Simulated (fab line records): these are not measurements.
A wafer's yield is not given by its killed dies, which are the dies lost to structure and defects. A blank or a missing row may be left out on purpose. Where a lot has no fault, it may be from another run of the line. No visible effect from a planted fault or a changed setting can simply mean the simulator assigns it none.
Split-lot experiment :: flow n5-finfet :: 21 wafers read across 7 lots, on a route 1938 steps long

ABOUT THE SPLIT
At N5_BEOL_M4_DESCUM_33 (chemistry O2, time 7 s), the setting time-s was moved away from the recipe's 7 s on 7 of the 21 wafers read, by -17.8% to +16.3%. This setting was run at the recipe's value on the other wafers.

FROM THE SPLIT TO THE READING: what the file shows between them, 3 steps
- N5_BEOL_M4_ETCH_77: etches underlayer in N2/H2, target depth 6.5 nm, time 5.2 s
- N5_BEOL_M4_ETCH_69: etches SiARC in CF4, target depth 15.6 nm, time 26 s
- N5_BEOL_M4_ALD_98: deposits SiO2, target thk 2.5 nm, pulse time 1 s, co reactant pulse time 1 s

THE READING
CAR-EUV_of_BEOL_M4_COAT_22.thk-nm (the simulator's own value, which no gauge read), in nm, at N5_BEOL_M4_ETCHBACK_99 (etches SiO2 in CHF3, target depth 5 nm, time 10.4 s). The file does not state a usual value for it. Average 10.3 nm, standard deviation 0.12 nm, over the 14 wafers here run with the recipe.

wafer: L074.1
tool, chamber at the split: rie-diel-03, 0,1
time-s as run, s: 5.751
against the recipe: -17.8%
CAR-EUV_of_BEOL_M4_COAT_22.thk-nm, nm: 11
against lot-mates on the recipe: +0.8

wafer: L074.3
tool, chamber at the split: rie-diel-03, 2
time-s as run, s: 7
against the recipe: recipe
CAR-EUV_of_BEOL_M4_COAT_22.thk-nm, nm: 10.2
against lot-mates on the recipe: -

wafer: L074.4
tool, chamber at the split: rie-diel-03, 0,1
time-s as run, s: 5.751
against the recipe: -17.8%
CAR-EUV_of_BEOL_M4_COAT_22.thk-nm, nm: 10.8
against lot-mates on the recipe: +0.6

wafer: L079.1
tool, chamber at the split: rie-diel-01, 3,0,1
time-s as run, s: 7
against the recipe: recipe
CAR-EUV_of_BEOL_M4_COAT_22.thk-nm, nm: 10.4
against lot-mates on the recipe: -

wafer: L079.2
tool, chamber at the split: rie-diel-01, 3,0,1
time-s as run, s: 7
against the recipe: recipe
CAR-EUV_of_BEOL_M4_COAT_22.thk-nm, nm: 10.4
against lot-mates on the recipe: -

wafer: L079.5
tool, chamber at the split: rie-diel-01, 3,0,1
time-s as run, s: 7
against the recipe: recipe
CAR-EUV_of_BEOL_M4_COAT_22.thk-nm, nm: 10.4
against lot-mates on the recipe: -

wafer: L084.3
tool, chamber at the split: rie-diel-03, 2,0
time-s as run, s: 7.692
against the recipe: +9.9%
CAR-EUV_of_BEOL_M4_COAT_22.thk-nm, nm: 9.8
against lot-mates on the recipe: -0.4

wafer: L084.6
tool, chamber at the split: rie-diel-03, 2,0
time-s as run, s: 7.692
against the recipe: +9.9%
CAR-EUV_of_BEOL_M4_COAT_22.thk-nm, nm: 9.8
against lot-mates on the recipe: -0.4

wafer: L084.4
tool, chamber at the split: rie-diel-03, 2
time-s as run, s: 7
against the recipe: recipe
CAR-EUV_of_BEOL_M4_COAT_22.thk-nm, nm: 10.2
against lot-mates on the recipe: -

wafer: L091.3
tool, chamber at the split: rie-diel-04, 0
time-s as run, s: 6.421
against the recipe: -8.3%
CAR-EUV_of_BEOL_M4_COAT_22.thk-nm, nm: 10.6
against lot-mates on the recipe: +0.4

wafer: L091.4
tool, chamber at the split: rie-diel-04, 2,0
time-s as run, s: 7
against the recipe: recipe
CAR-EUV_of_BEOL_M4_COAT_22.thk-nm, nm: 10.2
against lot-mates on the recipe: -

wafer: L091.6
tool, chamber at the split: rie-diel-04, 2,0
time-s as run, s: 7
against the recipe: recipe
CAR-EUV_of_BEOL_M4_COAT_22.thk-nm, nm: 10.2
against lot-mates on the recipe: -

wafer: L087.2
tool, chamber at the split: rie-diel-04, 0,2,1
time-s as run, s: 7
against the recipe: recipe
CAR-EUV_of_BEOL_M4_COAT_22.thk-nm, nm: 10.4
against lot-mates on the recipe: -

wafer: L087.6
tool, chamber at the split: rie-diel-04, 0,2,1
time-s as run, s: 7
against the recipe: recipe
CAR-EUV_of_BEOL_M4_COAT_22.thk-nm, nm: 10.4
against lot-mates on the recipe: -

wafer: L087.4
tool, chamber at the split: rie-diel-04, 0,2,1
time-s as run, s: 7
against the recipe: recipe
CAR-EUV_of_BEOL_M4_COAT_22.thk-nm, nm: 10.2
against lot-mates on the recipe: -

wafer: L088.2
tool, chamber at the split: rie-diel-04, 1,0
time-s as run, s: 7
against the recipe: recipe
CAR-EUV_of_BEOL_M4_COAT_22.thk-nm, nm: 10.6
against lot-mates on the recipe: -

wafer: L088.5
tool, chamber at the split: rie-diel-04, 1
time-s as run, s: 5.958
against the recipe: -14.9%
CAR-EUV_of_BEOL_M4_COAT_22.thk-nm, nm: 11
against lot-mates on the recipe: +0.5

wafer: L088.6
tool, chamber at the split: rie-diel-04, 1,0
time-s as run, s: 7
against the recipe: recipe
CAR-EUV_of_BEOL_M4_COAT_22.thk-nm, nm: 10.4
against lot-mates on the recipe: -

wafer: L089.1
tool, chamber at the split: rie-diel-03, 0,2
time-s as run, s: 7
against the recipe: recipe
CAR-EUV_of_BEOL_M4_COAT_22.thk-nm, nm: 10.4
against lot-mates on the recipe: -

wafer: L089.2
tool, chamber at the split: rie-diel-03, 0,2
time-s as run, s: 7
against the recipe: recipe
CAR-EUV_of_BEOL_M4_COAT_22.thk-nm, nm: 10.2
against lot-mates on the recipe: -

wafer: L089.6
tool, chamber at the split: rie-diel-03, 3
time-s as run, s: 8.142
against the recipe: +16.3%
CAR-EUV_of_BEOL_M4_COAT_22.thk-nm, nm: 9.6
against lot-mates on the recipe: -0.7
Where a row lists several chambers, the file gives one row for several wafers and doesn't say which wafer went through which chamber.

THE FIT
A straight line over all 21 wafers: CAR-EUV_of_BEOL_M4_COAT_22.thk-nm changes by -0.0401 nm for each +1% of time-s; r = -0.94; the points scatter about the line by 0.13 nm.
The same after taking each lot's own level away (the mean of its wafers on the recipe; 21 wafers): -0.0397 nm for each +1%; r = -0.98; scatter 0.073 nm.
The reading moves by 0.71 nm for the largest change in time-s, on that fit.
Across the lots, their own levels run from 10.20 to 10.50 nm, a range of 2.5 times the standard deviation given above.
Hence the lot-to-lot level has little effect on the slope; both slopes agree.
Check: +0.672 nm against its lot-mates is what the line predicts for one of the wafers moved furthest among these (-17.8%) when that wafer is left out of the fit. It came out at +0.8 nm against them.

THE OTHER SPLITS THESE WAFERS WENT THROUGH
Other splits were also applied to these wafers ahead of the reading. Each is held against what the fit with the lots' levels taken away leaves over:
other split on the same wafers: N5_BEOL_M3_HM_DEP_02 target-thk-a
wafers away from the commonest value: 6
r with CAR-EUV_of_BEOL_M4_COAT_22.thk-nm (lot level and that fit taken away): +0.20

other split on the same wafers: N5_BEOL_M4_EXPOSE_08 dose-mj
wafers away from the commonest value: 7
r with CAR-EUV_of_BEOL_M4_COAT_22.thk-nm (lot level and that fit taken away): -0.19

other split on the same wafers: N5_BEOL_M4_DESCUM_16 time-s
wafers away from the commonest value: 8
r with CAR-EUV_of_BEOL_M4_COAT_22.thk-nm (lot level and that fit taken away): -0.02

THE WHOLE CHAIN: every reading that the file lists as answering this split, in the file's order
step: N5_BEOL_M4_DESCUM_33
what it does: chemistry O2, time 7 s
reading: CAR-EUV_of_BEOL_M4_COAT_22.thk-nm (the simulator's own value, which no gauge read)
change (the file's fit): -0.0309 nm for each +1% of the setting
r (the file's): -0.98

step: N5_BEOL_M4_ETCH_77
what it does: etches underlayer in N2/H2, target depth 6.5 nm, time 5.2 s
reading: CAR-EUV_of_BEOL_M4_COAT_22.thk-nm (the simulator's own value, which no gauge read)
change (the file's fit): -0.0374 nm for each +1% of the setting
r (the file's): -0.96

step: N5_BEOL_M4_ETCH_69
what it does: etches SiARC in CF4, target depth 15.6 nm, time 26 s
reading: CAR-EUV_of_BEOL_M4_COAT_22.thk-nm (the simulator's own value, which no gauge read)
change (the file's fit): -0.0365 nm for each +1% of the setting
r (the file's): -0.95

step: N5_BEOL_M4_ETCHBACK_99
what it does: etches SiO2 in CHF3, target depth 5 nm, time 10.4 s
reading: CAR-EUV_of_BEOL_M4_COAT_22.thk-nm (the simulator's own value, which no gauge read)
change (the file's fit): -0.0397 nm for each +1% of the setting
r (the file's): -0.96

FILE'S OWN FIT
CAR-EUV_of_BEOL_M4_COAT_22.thk-nm changes by -0.0397 nm for each +1% of time-s, r = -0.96.
